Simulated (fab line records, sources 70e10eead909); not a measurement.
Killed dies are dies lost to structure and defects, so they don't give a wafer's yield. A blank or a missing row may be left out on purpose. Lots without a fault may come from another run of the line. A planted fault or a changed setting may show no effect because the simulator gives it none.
fab line records | flow nand_harc
record lots=6 wafers=18 last_day=23
route steps=1159 shown P_M0@264 END@1159
lots that met no fault: from a run of the same line without faults
start_h: hours from the record's first day to the start of the lot's first wafer shown | wait_h: hours since the lot's step before | " the same as in the row above | L1.1+2: a row that stands for several wafers | - no value, or no start given | * or withheld: withheld | < > ~ a bound
route shown NAME@n: a module of which the file shows steps, and the number in the route of the first | usual: mean/standard deviation of fault-free wafers | same: alike in all rows | chamber/n: place in a boat | sites: the reading at each site | _std_site: their standard deviation | _edge_site: outer sites' mean less inner sites' | radius_mm: how far each site lies from the wafer's centre | mask NAME#n: copy n | behind: the tool/chamber that last shaped the wafer | hold: why the lot was held/for how many hours/how that ended | device: the transistor (n, p or np) that didn't switch | end of line: the same wafers' tests at the end of the route | a step without rows: its recipe alone | killed: dies lost to structure and defects at the first sort, not the wafer's yield | map: a wafer's dies, x killed, . not, _ none there
set.NAME: the setting as run; set.NAME@STEP: as run at that earlier step | model.NAME: the simulator's own value behind a step, which no gauge read
lots at some steps of the route; a table a step, a row a wafer
services: from which hour (start_h, from the record's first day; less than 0 if before it) a tool's chamber was out of use, for how many hours, and why
## steps
# step NHARC_P_M0_OVL_MEAS_10
# recipe pitch_nm=180
# usual overlay_x_nm=-0.1/0.7 overlay_y_nm=0.2/0.86
# columns lot.wafer tool chamber start_h wait_h overlay_x_nm overlay_y_nm
L997.1 overlay-01 - 139.74 - 1.4 0.4
L997.4 " - " " 0.9 -0.1
L997.6 " - " " 0.8 0.3
L105.1 overlay-02 - 181.63 - -0.6 0.4
L105.5 " - " " -0.4 0.1
L105.6 " - " " -0.3 0.4
L104.1 overlay-02 - 182.43 - 0.0 -0.4
L104.2 " - " " -0.1 -0.4
L104.6 " - " " 0.4 -0.7
L108.1 overlay-02 - 194.74 - -0.6 0.5
L108.3 " - " " -0.2 0.2
L108.4 " - " " -0.5 0.4
L106.2 overlay-02 - 196.57 - -0.1 -0.2
L106.5 " - " " 0.0 0.0
L106.6 " - " " -0.4 -0.4
L113.1 overlay-01 - 231.80 - 0.8 -0.4
L113.4 " - " " 0.5 -0.6
L113.6 " - " " 0.7 -0.3
# step NHARC_P_M0_INSPECT_11
# usual raw_defect_count=3.7/2.3
# columns lot.wafer tool chamber start_h wait_h raw_defect_count
L997.1 defect_inspect-02 - 139.78 0.0 2
L997.4 " - " " 0
L997.6 " - " " 3
L105.1 defect_inspect-01 - 181.67 0.0 2
L105.5 " - " " 7
L105.6 " - " " 6
L104.1 defect_inspect-01 - 182.47 0.0 1
L104.2 " - " " 8
L104.6 " - " " 4
L108.1 defect_inspect-01 - 194.77 0.0 1
L108.3 " - " " 2
L108.4 " - " " 3
L106.2 defect_inspect-01 - 196.61 0.0 5
L106.5 " - " " 6
L106.6 " - " " 4
L113.1 defect_inspect-02 - 231.84 0.0 3
L113.4 " - " " 3
L113.6 " - " " 4
# step NHARC_P_M0_DESCUM_14
# recipe time_s=3 o2_flow_sccm=200 ar_flow_sccm=0 bias_power_w=0 chemistry=O2
# step NHARC_P_M0_ETCH_34
# recipe target_depth_a=400 overetch_a=120 time_s=43.94 ion_energy_ev=200 n2_flow_sccm=150 h2_flow_sccm=150 ar_flow_sccm=0 rf_w=400 bias_w=150 chemistry=N2/H2
# usual drypump_motor_current_A=5.6/0.44 n2_flow_sccm=150.0/0.39 oes_product_au=0.998/0.0086 rf_fwd_power_W=394.8/1.9 rf_vpp_V=429.6/2.1 showerhead_plenum_p_Torr=2.01/0.072 throttle_valve_pct=14.172/0.0092
# columns lot.wafer tool chamber start_h wait_h drypump_motor_current_A n2_flow_sccm oes_product_au rf_fwd_power_W rf_hours_counter_h rf_vpp_V showerhead_plenum_p_Torr throttle_valve_pct
L997.1 rie_diel-12 0 139.93 0.1 5.5 150.3 1.006 393.8 7 427.6 1.95 14.187
L997.4 " 3 " " 5.0 149.4 0.993 396.5 6 429.5 2.02 14.170
L997.6 " 0 " " 5.5 150.5 0.998 394.9 - 427.7 1.95 14.174
L105.1 rie_diel-12 1 181.83 0.1 5.8 150.2 1.004 393.3 9 428.2 2.01 14.180
L105.6 " 0 " " 5.5 149.7 1.005 393.7 - 428.7 1.95 14.173
L105.5 " 1 " " 5.8 150.0 1.009 394.6 - 429.8 2.01 14.160
L104.2 rie_diel-12 3 182.62 0.1 5.0 150.1 0.998 396.6 9 429.1 2.02 14.169
L104.1 " 1 " " 5.8 149.8 1.002 392.3 9 429.5 2.01 14.192
L104.6 " 3 " " 5.0 149.8 0.986 396.5 - 429.9 2.02 14.166
L108.3 rie_diel-12 3 194.92 0.1 5.0 150.2 0.996 397.3 10 430.0 2.02 14.154
L108.4 " 1 " " 5.8 149.9 1.000 395.3 9 428.1 2.01 14.177
L108.1 " 2 " " 5.3 150.3 0.996 398.2 10 426.9 1.91 14.186
L106.2 rie_diel-02 1 196.75 0.1 5.0 149.8 1.006 393.4 2 433.3 2.19 14.173
L106.5 " 1 " " 5.0 150.2 1.000 394.0 - 433.6 2.19 14.173
L106.6 " 2 " " 5.9 150.5 0.997 393.7 - 430.1 2.03 14.157
L113.1 rie_diel-12 3 231.99 0.1 5.0 150.2 1.001 396.5 1 429.3 2.02 14.182
L113.4 " 0 " " 5.5 150.1 1.003 394.3 1 427.7 1.95 14.168
L113.6 " 2 " " 5.3 149.6 0.990 396.3 - 426.3 1.91 14.155
# step NHARC_P_M0_ETCH_15
# recipe target_depth_a=1500 overetch_a=150 time_s=82.5 c4f8_flow_sccm=withheld ar_flow_sccm=400 rf_w=600 bias_w=300 chemistry=C4F8/Ar
# usual oes_product_au=0.956/0.022 rf_fwd_power_W=595.3/2.1 rf_vpp_V=439.8/2.2
# columns lot.wafer tool chamber start_h wait_h oes_product_au rf_fwd_power_W rf_hours_counter_h rf_vpp_V
L997.1 rie_diel-12 2 - - 0.971 596.8 6 436.8
L997.4 " 0 " " 0.967 594.4 7 438.4
L997.6 " 3 " " 0.956 597.1 - 439.9
L105.1 rie_diel-12 2 - - 0.923 596.4 9 435.6
L105.5 " 3 " " 0.927 599.8 - 440.8
L105.6 " 0 " " 0.933 594.7 - 439.6
L104.2 rie_diel-12 0 - - 0.961 597.0 9 438.3
L104.1 " 2 " " 0.926 594.9 9 436.5
L104.6 " 0 " " 0.964 597.0 - 439.3
L108.4 rie_diel-12 2 - - 0.966 597.7 10 438.7
L108.1 " 0 " " 0.961 596.1 10 436.7
L108.3 " 1 " " 0.960 593.6 9 439.3
L106.2 rie_diel-02 2 - - 0.954 595.0 2 439.9
L106.5 " 0 " " 0.975 595.8 - 440.5
L106.6 " 1 " " 0.961 596.2 - 445.9
L113.4 rie_diel-12 1 - - 0.977 595.2 1 440.9
L113.1 " 3 " " 0.947 599.6 1 440.4
L113.6 " 0 " " 0.958 591.3 - 439.3
# step NHARC_P_M0_CD_MEAS_16
# usual cd_nm=90.1/0.79
# columns lot.wafer tool chamber start_h wait_h cd_nm
L997.1 cd_sem-02 - 140.14 - 90.0
L997.4 " - " " 91.1
L997.6 " - " " 89.2
L105.1 cd_sem-03 - 182.04 - 89.8
L105.5 " - " " 89.5
L105.6 " - " " 89.4
L104.1 cd_sem-02 - 182.83 - 90.5
L104.2 " - " " 89.1
L104.6 " - " " 89.3
L108.1 cd_sem-01 - 195.13 - 90.8
L108.3 " - " " 90.0
L108.4 " - " " 90.3
L106.2 cd_sem-02 - 196.97 - 90.0
L106.5 " - " " 90.0
L106.6 " - " " 88.4
L113.1 cd_sem-02 - 232.20 - 90.6
L113.4 " - " " 88.5
L113.6 " - " " 90.1
# step NHARC_P_M0_STRIP_18
# recipe power_w=1000 n2_flow_sccm=150 h2_flow_sccm=150 ar_flow_sccm=0 bias_w=0 chemistry=N2/H2
# usual drypump_motor_current_A=5.6/0.48 n2_flow_sccm=150.0/0.42 oes_product_au=1.000/0.0096 power_w=1000/3.1 rf_fwd_power_W=997.0/2.9 rf_vpp_V=90.4/0.96 showerhead_plenum_p_Torr=2.00/0.073 throttle_valve_pct=14.172/0.0098
# columns lot.wafer tool chamber start_h wait_h drypump_motor_current_A n2_flow_sccm oes_product_au power_w rf_fwd_power_W rf_hours_counter_h rf_vpp_V showerhead_plenum_p_Torr throttle_valve_pct
L997.1 rie_diel-02 1 140.24 0.1 5.0 149.5 0.998 1004 993.9 12 91.5 2.19 14.167
L997.4 " 2 " " 5.9 149.3 1.007 999 996.6 11 91.0 2.03 14.165
L997.6 " 0 " " 5.6 150.1 0.989 1000 999.4 - 90.8 1.99 14.168
L105.1 rie_diel-02 2 182.15 0.1 5.9 150.3 0.993 999 997.3 1 89.9 2.03 14.182
L105.6 " 1 " " 5.0 149.6 1.005 1002 999.4 - 94.2 2.19 14.174
L105.5 " 2 " " 5.9 150.2 0.997 1003 999.2 - 89.8 2.03 14.163
L104.2 rie_diel-02 2 182.92 0.1 5.9 150.2 1.017 999 994.9 1 91.0 2.03 14.171
L104.1 " 0 " " 5.6 150.6 1.008 998 991.6 1 90.9 1.99 14.172
L104.6 " 2 " " 5.9 150.3 1.016 994 996.8 - 91.2 2.03 14.172
L108.1 rie_diel-09 3 195.21 0.1 6.2 149.9 0.997 999 997.8 6 91.4 1.98 14.158
L108.3 " 1 " " 5.1 149.9 0.995 1001 996.1 6 91.0 2.12 14.160
L108.4 " 2 " " 6.4 149.7 0.999 1009 995.2 6 90.6 1.93 14.175
L106.2 rie_diel-12 0 197.04 0.1 5.5 151.0 0.997 999 994.7 10 90.5 1.95 14.170
L106.6 " 0 " " 5.5 150.7 1.006 993 995.1 - 90.2 1.95 14.166
L106.5 " 1 " " 5.8 150.1 0.999 1000 990.7 - 90.5 2.01 14.177
L113.1 rie_diel-09 3 232.27 0.1 6.2 150.0 0.988 1001 996.0 9 89.6 1.98 14.176
L113.4 " 2 " " 6.4 150.6 0.999 1001 1001.4 9 90.7 1.92 14.156
L113.6 " 0 " " 5.2 150.2 0.982 996 994.6 - 90.8 1.96 14.172
# step NHARC_P_M0_STRIP_19
# recipe time_s=600 temp_c=30 chemistry=post_etch_residue_remover
# step NHARC_P_M0_DEGAS_28
# recipe temp_c=250 time_s=60
# step NHARC_P_M0_PRE_CLEAN_29
# recipe time_s=30 temp_c=280 gas=H2/He
# usual heater_power_w=399/36
# columns lot.wafer tool chamber start_h wait_h heater_power_w
L997.1 pvd_sputter-03 - - - 379
L997.4 " - " " 373
L997.6 " - " " 367
L105.1 pvd_sputter-03 - - - 401
L105.5 " - " " 416
L105.6 " - " " 383
L104.2 pvd_sputter-01 - - - 399
L104.1 " - " " 355
L104.6 " - " " 395
L108.3 pvd_sputter-03 - - - 409
L108.4 " - " " 373
L108.1 " - " " 403
L106.2 pvd_sputter-02 - - - 398
L106.5 " - " " 513
L106.6 " - " " 387
L113.1 pvd_sputter-01 - - - 359
L113.4 " - " " 440
L113.6 " - " " 355
# step NHARC_P_M0_PVD_20
# recipe target_thk_a=50 bias_v=168.6 power_w=15000 chamber_pressure_pa=0.12 time_s=8.06 substrate_temp_c=50 material=TaN
# step NHARC_P_M0_PVD_21
# recipe target_thk_a=300 chamber_pressure_pa=5 power_w=5000 substrate_temp_c=30 time_s=20.49 material=Cu
# step NHARC_P_M0_ECD_22
# recipe target_thk_a=4000 bath_temp_c=25 material=Cu
# columns lot.wafer tool chamber start_h wait_h
L997.1+4+6 ecd_cu-01 0,1,0 141.12 -
L105.1+6+5 ecd_cu-01 1,0,1 183.09 -
L104.1+2+6 ecd_cu-01 1,0,1 183.93 -
L108.1+4+3 ecd_cu-02 0,1,0 196.41 -
L106.2+5+6 ecd_cu-01 1,0,1 198.00 -
L113.1+4+6 ecd_cu-02 0,0,1 233.23 -
# step NHARC_P_M0_ANNEAL_30
# recipe temp_c=225 time_s=90
# usual wafer_temp_C_max=225.92/0.26
# columns lot.wafer tool chamber start_h wait_h wafer_temp_C_max
L997.1 rtp_anneal-02 0 141.50 - 225.72
L997.4 " 0 " " 225.53
L997.6 " 0 " " 225.91
L105.1 rtp_anneal-01 0 183.42 0.3 226.43
L105.5 " 0 " " 225.98
L105.6 " 0 " " 225.75
L104.1 rtp_anneal-02 0 184.37 0.4 225.95
L104.2 " 0 " " 226.13
L104.6 " 0 " " 226.21
L108.1 rtp_anneal-02 0 196.75 - 225.71
L108.3 " 0 " " 226.11
L108.4 " 0 " " 225.98
L106.2 rtp_anneal-02 0 198.40 - 225.81
L106.5 " 0 " " 225.89
L106.6 " 0 " " 226.00
L113.1 rtp_anneal-01 0 233.59 0.3 225.63
L113.4 " 0 " " 225.96
L113.6 " 0 " " 225.96
# step NHARC_P_M0_CMP_23
# recipe t_overpolish_s=20 target_thk_nm=117.53
# usual motor_current_A=12.4/1.3 pad_life_wafers=281/170 time_to_endpoint_s=29.1/2.5
# columns lot.wafer tool chamber start_h wait_h motor_current_A pad_life_wafers time_to_endpoint_s
L997.4 cmp-03 3 141.84 - 12.6 474 28.6
L997.1 " 2 " " 14.1 477 33.5
L997.6 " 0 " " 14.8 - 23.9
L105.1 cmp-01 1 183.82 - 12.4 2 28.2
L105.5 " 3 " " 14.7 - 27.2
L105.6 " 0 " " 10.9 - 28.9
L104.2 cmp-01 1 184.72 - 12.3 6 28.0
L104.1 " 2 " " 12.3 7 13.1
L104.6 " 2 " " 12.4 - 11.0
L108.1 cmp-04 1 197.09 - 12.3 462 31.1
L108.3 " 3 " " 11.8 464 32.5
L108.4 " 0 " " 12.1 465 29.6
L106.2 cmp-03 3 198.72 - 11.6 204 10.8
L106.5 " 3 " " 12.3 - 28.7
L106.6 " 0 " " 14.9 - 9.8
L113.4 cmp-03 2 234.00 - 13.8 440 30.5
L113.1 " 3 " " 12.6 441 26.1
L113.6 " 0 " " 14.4 - 23.2
# step NHARC_P_M0_THK_MEAS_24
# recipe thk_meas_gauge=xrf
# usual thk_nm=117.7/1.5
# columns lot.wafer tool chamber start_h wait_h thk_nm
L997.1 film_metro-01 - 142.16 - 119.1
L997.4 " - " " 116.9
L997.6 " - " " 117.2
L105.1 film_metro-01 - 184.08 - 120.1
L105.5 " - " " 117.9
L105.6 " - " " 115.1
L104.1 film_metro-01 - 185.03 - 114.9
L104.2 " - " " 118.3
L104.6 " - " " 117.1
L108.1 film_metro-02 - 197.41 - 118.0
L108.3 " - " " 120.2
L108.4 " - " " 117.6
L106.2 film_metro-01 - 199.03 - 119.6
L106.5 " - " " 117.9
L106.6 " - " " 117.1
L113.1 film_metro-01 - 234.26 - 117.7
L113.4 " - " " 119.4
L113.6 " - " " 116.1
# step NHARC_END_SORT_01
# recipe temp_c=25
# usual defect_limited_yield=96.2/1.3 killed_at_array=21/8.9 killed_at_other=0.8/1.3 killed_at_periphery=3.6/2.4 killed_dies=26/8.9 killed_open=3.1/1.8 killed_short=1.9/1.3 sort_bin_2_pct=1.2/0.54 sort_bin_3_pct=0.21/0.17 sort_bin_4_pct=2.4/0.91 sort_n_pass=651/8.9 sort_rim_yield_pct=95.0/2.8 sort_yield_pct=96.2/1.3
# same gross_dies=677 sort_bin_5_pct[%]=0 sort_bin_6_pct[%]=0 sort_bin_7_pct[%]=0 sort_bin_8_pct[%]=0 sort_rim_n_gross=106.00
# columns lot.wafer tool chamber start_h wait_h defect_limited_yield[%] killed_at_array killed_at_other killed_at_periphery killed_dies killed_open killed_short sort_bin_2_pct[%] sort_bin_3_pct[%] sort_bin_4_pct[%] sort_n_pass sort_rim_yield_pct[%] sort_yield_pct[%]
L997.1 prober-02 0 453.87 2.5 94.4 34 0 4 38 3 5 1.3 0.59 3.7 639 96.2 94.4
L997.4 prober-02 0 456.25 3.4 93.5 39 0 5 44 4 5 1.9 0.15 4.4 633 92.5 93.5
L997.6 prober-02 0 457.84 4.0 94.7 35 0 1 36 2 4 1.5 0.15 3.7 641 98.1 94.7
L105.1 prober-02 0 493.81 2.5 97.0 15 0 5 20 6 3 1.0 0.15 1.8 657 93.4 97.0
L105.5 prober-02 0 496.96 3.7 97.9 7 0 7 14 2 1 0.7 0.15 1.2 663 97.2 97.9
L105.6 prober-02 0 497.75 3.9 97.3 11 0 7 18 2 2 1.0 0 1.6 659 97.2 97.3
L108.1 prober-01 0 515.71 2.5 97.8 13 0 2 15 1 3 1.3 0.15 0.7 662 97.2 97.8
L108.3 prober-01 0 517.32 3.1 96.5 12 1 11 24 1 3 1.0 0.30 2.2 653 95.3 96.5
L108.4 prober-01 0 518.13 3.4 97.0 15 1 4 20 1 1 0.9 0.30 1.8 657 96.2 97.0
L104.1 prober-02 0 515.75 2.5 94.5 32 2 3 37 4 2 1.9 0.30 3.2 640 95.3 94.5
L104.2 prober-02 0 516.55 2.8 94.2 30 2 7 39 4 2 1.6 0.15 4.0 638 92.5 94.2
L104.6 prober-02 0 519.78 4.0 94.5 33 1 3 37 2 3 1.5 0.89 3.1 640 89.6 94.5
L106.2 prober-02 0 529.36 2.8 97.2 15 0 4 19 2 2 0.9 0.15 1.8 658 93.4 97.2
L106.5 prober-02 0 531.77 3.7 96.9 13 1 7 21 2 2 0.9 0.30 1.9 656 97.2 96.9
L106.6 prober-02 0 532.58 4.0 96.2 20 1 5 26 7 5 0.7 0.15 3.0 651 92.5 96.2
L113.1 prober-02 0 558.79 2.5 97.5 15 0 2 17 6 0 1.3 0 1.2 660 92.5 97.5
L113.4 prober-02 0 561.18 3.4 96.6 21 0 2 23 4 2 1.9 0 1.5 654 94.3 96.6
L113.6 prober-02 0 562.77 4.0 96.8 19 0 3 22 4 4 1.0 0.15 2.1 655 92.5 96.8
# killed by level:class
L997.1 A_CHANNEL_HOLE_D1:chamber_film_flake=11 A_CONTACT:chamber_film_flake=7 A_SLIT:chamber_film_flake=5 A_STAIRCASE:chamber_film_flake=3 A_WL_FILL:geometric_particle:short=2 P_STI:chamber_film_flake=2 A_WL_FILL:chamber_film_flake=2 P_GATE:geometric_particle:short=1
L997.4 A_CHANNEL_HOLE_D1:chamber_film_flake=16 A_SLIT:chamber_film_flake=7 A_STAIRCASE:chamber_film_flake=5 A_CONTACT:chamber_film_flake=5 P_CONTACT:geometric_particle:open=2 P_M0:geometric_particle:short=2 A_SOURCE_PLATE:geometric_particle:short=2 A_WL_FILL:chamber_film_flake=2
L997.6 A_CHANNEL_HOLE_D1:chamber_film_flake=21 A_CONTACT:chamber_film_flake=3 A_STAIRCASE:chamber_film_flake=2 A_SLIT:chamber_film_flake=2 P_M1:geometric_particle:short=1 A_CHANNEL_FILL_D1:geometric_particle:short=1 A_CHANNEL_FILL_D1:geometric_particle:open=1 A_WL_FILL:geometric_particle:short=1
L105.1 A_CONTACT:chamber_film_flake=5 A_M0:geometric_particle:open=2 A_CHANNEL_HOLE_D1:chamber_film_flake=2 P_M0:geometric_particle:open=1 P_M1:geometric_particle:short=1 P_M1:geometric_particle:open=1 A_ONON_D1:geometric_particle:open=1 A_CHANNEL_HOLE_D1:geometric_particle:open=1
L105.5 P_M1:chamber_film_flake=3 A_CONTACT:chamber_film_flake=3 P_M1:geometric_particle:open=2 P_ZERO_WELL:chamber_film_flake=2 A_CHANNEL_HOLE_D1:chamber_film_flake=2 A_CHANNEL_HOLE_D1:geometric_particle:short=1 A_STAIRCASE:chamber_film_flake=1
L105.6 P_M1:chamber_film_flake=3 P_ZERO_WELL:chamber_film_flake=2 A_CHANNEL_HOLE_D1:chamber_film_flake=2 A_WL_FILL:chamber_film_flake=2 A_CONTACT:chamber_film_flake=2 P_M2:geometric_particle:open=1 A_CHANNEL_HOLE_D1:geometric_particle:short=1 A_M0:geometric_particle:open=1
L108.1 A_CHANNEL_HOLE_D1:chamber_film_flake=6 A_CONTACT:chamber_film_flake=4 P_M0:geometric_particle:short=1 A_ONON_D1:geometric_particle:short=1 A_CONTACT:geometric_particle:short=1 A_CONTACT:geometric_particle:open=1 P_ZERO_WELL:chamber_film_flake=1
L104.1 A_CHANNEL_HOLE_D1:chamber_film_flake=18 A_SLIT:chamber_film_flake=8 A_CONTACT:chamber_film_flake=2 THIN_TSV:chamber_film_flake=2 P_GATE:geometric_particle:open=1 P_CONTACT:geometric_particle:open=1 A_CHANNEL_FILL_D1:geometric_particle:short=1 A_CONTACT:geometric_particle:open=1
L104.2 A_CHANNEL_HOLE_D1:chamber_film_flake=17 A_SLIT:chamber_film_flake=8 P_ZERO_WELL:chamber_film_flake=3 THIN_TSV:chamber_film_flake=2 P_CONTACT:geometric_particle:open=1 P_M0:geometric_particle:open=1 A_WL_FILL:geometric_particle:short=1 A_CONTACT:geometric_particle:open=1
L108.3 P_M2:chamber_film_flake=8 A_CONTACT:chamber_film_flake=4 P_ZERO_WELL:chamber_film_flake=2 A_CHANNEL_HOLE_D1:chamber_film_flake=2 P_M0:geometric_particle:short=1 A_SGD_CUT:geometric_particle:short=1 A_SGD_CUT:geometric_particle:open=1 A_M1:geometric_particle:short=1
L108.4 A_CONTACT:chamber_film_flake=6 A_CHANNEL_HOLE_D1:chamber_film_flake=4 P_M2:chamber_film_flake=3 A_WL_FILL:chamber_film_flake=2 P_CONTACT:geometric_particle:short=1 A_CONTACT:geometric_particle:open=1 A_ZERO_WELL:chamber_film_flake=1 A_STAIRCASE:chamber_film_flake=1
L104.6 A_CHANNEL_HOLE_D1:chamber_film_flake=14 A_SLIT:chamber_film_flake=10 A_CONTACT:chamber_film_flake=4 P_GATE:geometric_particle:open=1 A_CHANNEL_FILL_D1:geometric_particle:short=1 A_WL_FILL:geometric_particle:short=1 A_CONTACT:geometric_particle:open=1 A_M1:geometric_particle:short=1
L106.2 A_SLIT:chamber_film_flake=5 A_CONTACT:chamber_film_flake=4 A_CHANNEL_HOLE_D1:chamber_film_flake=3 P_ZERO_WELL:chamber_film_flake=2 P_STI:geometric_particle:short=1 A_CONTACT:geometric_particle:open=1 A_BLC:geometric_particle:open=1 A_M0:geometric_particle:short=1
L106.5 A_SLIT:chamber_film_flake=3 A_CHANNEL_HOLE_D1:chamber_film_flake=3 A_CONTACT:chamber_film_flake=3 P_ZERO_WELL:chamber_film_flake=2 P_STI:chamber_film_flake=2 P_M2:chamber_film_flake=2 P_CONTACT:geometric_particle:open=1 A_ONON_D1:geometric_particle:short=1
L106.6 A_SLIT:chamber_film_flake=8 A_CONTACT:geometric_particle:open=4 A_BLC:geometric_particle:short=2 P_GATE:chamber_film_flake=2 A_CONTACT:chamber_film_flake=2 P_M0:geometric_particle:open=1 P_M1:geometric_particle:short=1 A_ONON_D1:geometric_particle:short=1
L113.1 A_SLIT:chamber_film_flake=5 A_CHANNEL_HOLE_D1:chamber_film_flake=3 A_CONTACT:geometric_particle:open=2 P_GATE:chamber_film_flake=2 A_ONON_D1:geometric_particle:open=1 A_CHANNEL_FILL_D1:geometric_particle:open=1 A_WL_FILL:geometric_particle:open=1 A_BLC:geometric_particle:open=1
L113.4 A_SLIT:chamber_film_flake=8 A_STAIRCASE:chamber_film_flake=4 A_CONTACT:geometric_particle:open=2 A_CHANNEL_HOLE_D1:chamber_film_flake=2 P_M2:geometric_particle:open=1 A_SGD_CUT:geometric_particle:open=1 A_SLIT:geometric_particle:short=1 A_CONTACT:geometric_particle:short=1
L113.6 A_SLIT:chamber_film_flake=7 A_CHANNEL_HOLE_D1:chamber_film_flake=3 P_GATE:chamber_film_flake=2 A_BLC:geometric_particle:open=2 P_M0:geometric_particle:short=1 A_SOURCE_PLATE:geometric_particle:open=1 A_ONON_D1:geometric_particle:short=1 A_CHANNEL_FILL_D1:geometric_particle:short=1
## services
# columns tool chamber start_h hours kind
ecd_cu-01 - 129.25 3.0 repair
rie_diel-12 0 132.43 - clean
rie_diel-12 1 132.43 - clean
rie_diel-12 2 132.43 - clean
rie_diel-12 3 132.43 - clean
cmp-01 - 133.87 1.8 repair
ecd_cu-02 - 148.89 1.5 repair
pvd_sputter-03 - 149.01 1.8 repair
rie_diel-02 - 150.70 9.0 pm
rie_diel-12 - 151.29 0.3 repair
cmp-03 - 156.00 4.0 pm
rie_diel-12 0 156.93 - clean
rie_diel-12 1 156.93 - clean
pvd_sputter-01 - 158.36 10.0 pm
cmp-01 - 179.50 4.0 pm
ecd_cu-02 - 180.00 8.0 pm
rie_diel-12 1 186.84 4.1 repair
pvd_sputter-03 - 200.98 2.4 repair
rie_diel-12 - 202.40 9.0 pm
cmp-04 - 203.00 4.0 pm
pvd_sputter-02 - 214.02 10.0 pm
cmp-04 - 214.40 0.7 repair
cmp-03 - 221.04 2.5 repair
cmp-04 - 228.49 3.0 repair
## key
first_sign step=NHARC_P_M0_CMP_23 reading=time_to_endpoint_s direction=down sigmas=7.2 usual=* struck=*
effect none on later readings
met_at NHARC_P_M0_ECD_22
struck_wafers L104.1,L104.6,L106.2,L106.6
onset_between 183.09 183.93
fault kind=process_parameter_drift tool=ecd_cu-01 chamber=1 onset_h=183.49 steps=NHARC_P_M0_ECD_22 channel=target_thk_a offset=* shape=step end_h=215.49 acts_in=* stated=*
